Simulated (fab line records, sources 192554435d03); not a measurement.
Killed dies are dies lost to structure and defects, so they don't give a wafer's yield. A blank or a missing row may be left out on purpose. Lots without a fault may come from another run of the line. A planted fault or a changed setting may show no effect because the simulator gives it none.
Chamber matching | flow n5_finfet | N5_BEOL_M7_DEP_56 on pecvd-04: 3 sister chambers
The step deposits SiCN from 3MS/NH3, target thk 10 nm, time 17.5 s. 3 wafers are shown with their chamber, then 7 later ones without.

WAFERS WITH THEIR CHAMBER
wafer  | chamber | throttle_valve_pct (%)
L077.4 | 1       | 10.5
L091.1 | 2       | 7.9
L091.4 | 0       | 8.8

WAFERS WITHOUT THEIR CHAMBER
wafer  | throttle_valve_pct (%)
L091.5 | 10.5
L092.1 | 10.4
L092.2 | 8.4
L092.5 | 9.1
L095.1 | 9.1
L095.2 | 10.5
L095.3 | 8.2

WHICH CHAMBER EACH WENT THROUGH
wafer  | from the rows above     | in truth
L091.5 | 1                       | 1
L092.1 | 1                       | 1
L092.2 | can't be placed: 0 or 2 | 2
L092.5 | 0                       | 0
L095.1 | 0                       | 0
L095.2 | 1                       | 1
L095.3 | can't be placed: 2 or 0 | 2
Placed correctly: 5 of 7. Can't be placed from these rows: 2 (the true chamber is among the candidates in 2). Placed wrongly: 0.
How it was worked out, from the rows above alone: a wafer's distance from a chamber is the root of the sum, over the readings, of the square of ((its reading less the chamber's mean) divided by the reading's scatter). The wafer belongs to the nearest chamber; if the next one is less than 2 further off, it can't be placed. A chamber's mean is the mean of its shown wafers. The scatter: with one shown wafer a chamber, the root of the mean of the squares of how far each hidden wafer lies from its nearest shown one.
